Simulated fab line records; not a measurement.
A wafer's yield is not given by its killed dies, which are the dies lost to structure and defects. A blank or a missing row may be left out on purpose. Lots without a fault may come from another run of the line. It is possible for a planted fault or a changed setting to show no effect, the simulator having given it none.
Which tool is to blame?    flow n5Finfet    10 lots with 29 wafers sampled at 6 steps, on a route of 1938 steps

## WHAT THE GAUGES READ, wafer by wafer
N5_BEOL_M4_RC_MEAS_101.
lot   measured      on         DIBL_N (mV/V)
L413  day 9 13:56   prober-02  37.0 35.3 35.9
L417  day 10 23:09  prober-02  37.7 36.8 34.7
L418  day 11 01:23  prober-01  33.4 34.5 36.9
L419  day 11 05:56  prober-01  34.2 35.1 36.6
L424  day 11 22:16  prober-02  37.8 36.2
L425  day 12 21:17  prober-01  34.8 37.0 37.5
L426  day 12 20:21  prober-02  34.7 39.0 36.8
L428  day 13 03:50  prober-02  36.2 37.3 34.6
L430  day 14 05:24  prober-02  35.8 33.6 34.9
L431  day 14 16:58  prober-02  35.5 36.1 35.4

## WHICH TOOL RAN EACH LOT (tool, then ch and the chambers of the sampled wafers, then the start)
lot   N5_GATE_CUT_CMP_43            N5_MOL_CONTACT_COAG_PRE_CLEAN_141  N5_MOL_CONTACT_COAG_CO_FILL_22  N5_MOL_CONTACT_COAG_SPUTTER_130  N5_MOL_CONTACT_COAG_CMP_23
L413  cmp-03 ch 1,2, day 5 03:44    pvdSputter-01, day 5 08:04         cvdCo-01 ch 0,1, day 5 08:15    pvdSputter-02, day 5 10:16       cmp-03 ch 0,1, day 5 10:28
L417  cmp-01 ch 0,1,3, day 6 03:34  pvdSputter-02, day 6 08:45         cvdCo-01 ch 0,2, day 6 09:13    pvdSputter-03, day 6 12:13       cmp-03 ch 0,1,3, day 6 12:31
L418  cmp-03 ch 0,1, day 6 10:11    pvdSputter-03, day 6 13:22         cvdCo-02 ch 0,2, day 6 13:34    pvdSputter-01, day 6 16:17       cmp-03 ch 1,3, day 6 16:28
L419  cmp-02 ch 0,1, day 6 17:37    pvdSputter-03, day 6 22:25         cvdCo-02 ch 1,2, day 6 22:36    pvdSputter-02, day 7 04:16       cmp-04 ch 0,2,3, day 7 04:32
L424  cmp-03 ch 3, day 7 20:55      pvdSputter-01, day 7 23:46         cvdCo-01 ch 0,1, day 7 23:57    pvdSputter-02, day 8 02:20       cmp-03 ch 3, day 8 02:36
L425  cmp-02 ch 2,3, day 8 04:06    pvdSputter-03, day 8 10:41         cvdCo-02 ch 0,1, day 8 10:52    pvdSputter-02, day 8 14:42       cmp-03 ch 1,2,3, day 8 15:00
L426  cmp-03 ch 0,1,3, day 8 06:17  pvdSputter-03, day 8 11:17         cvdCo-01 ch 0,1,2, day 8 11:28  pvdSputter-02, day 8 15:10       cmp-02 ch 0,1,2, day 8 15:20
L428  cmp-01 ch 2,3, day 8 21:44    pvdSputter-02, day 9 02:19         cvdCo-01 ch 0,1,2, day 9 02:29  pvdSputter-01, day 9 05:19       cmp-04 ch 0,1,3, day 9 05:32
L430  cmp-03 ch 0,1,2, day 9 11:49  pvdSputter-02, day 9 15:52         cvdCo-02 ch 0,1,2, day 9 16:02  pvdSputter-02, day 9 18:34       cmp-04 ch 0,1,3, day 9 18:51
L431  cmp-02 ch 0,2, day 9 12:04    pvdSputter-02, day 9 16:01         cvdCo-01 ch 0,1,2, day 9 16:12  pvdSputter-03, day 9 18:58       cmp-04 ch 0,1,2, day 9 19:10
- N5_GATE_CUT_CMP_43: polishes SiO2.
- N5_MOL_CONTACT_COAG_PRE_CLEAN_141: time 60 s.
- N5_MOL_CONTACT_COAG_CO_FILL_22: material Co, precursor CCTBA/H2, target thk 20 nm.
- N5_MOL_CONTACT_COAG_SPUTTER_130: material Co, target thk 47.5 nm.
- N5_MOL_CONTACT_COAG_CMP_23: polishes, stops on SiO2, t overpolish 1.5 s, target thk 0 nm.

## THE ANSWER, worked out from the rows above alone
Rule: what is usual is taken from the lots themselves. The widest of any qualifying gaps counts: lots, ordered by their means at a reading, are off when they make up no more than a third of the lots, leave a main group of 4 or more, and stand apart from it by 3 or more times the standard deviation of that group's means. A main group whose means are all the same, to the digits that the tables above print for the reading, isn't used. A lot without any number at a reading at which 4 lots or more have one is off too. Any other lot the step has rows for is counted as sound.
None of the lots is off at any reading shown; this tells nothing.

## WHAT WAS PUT IN BY THE SIMULATOR
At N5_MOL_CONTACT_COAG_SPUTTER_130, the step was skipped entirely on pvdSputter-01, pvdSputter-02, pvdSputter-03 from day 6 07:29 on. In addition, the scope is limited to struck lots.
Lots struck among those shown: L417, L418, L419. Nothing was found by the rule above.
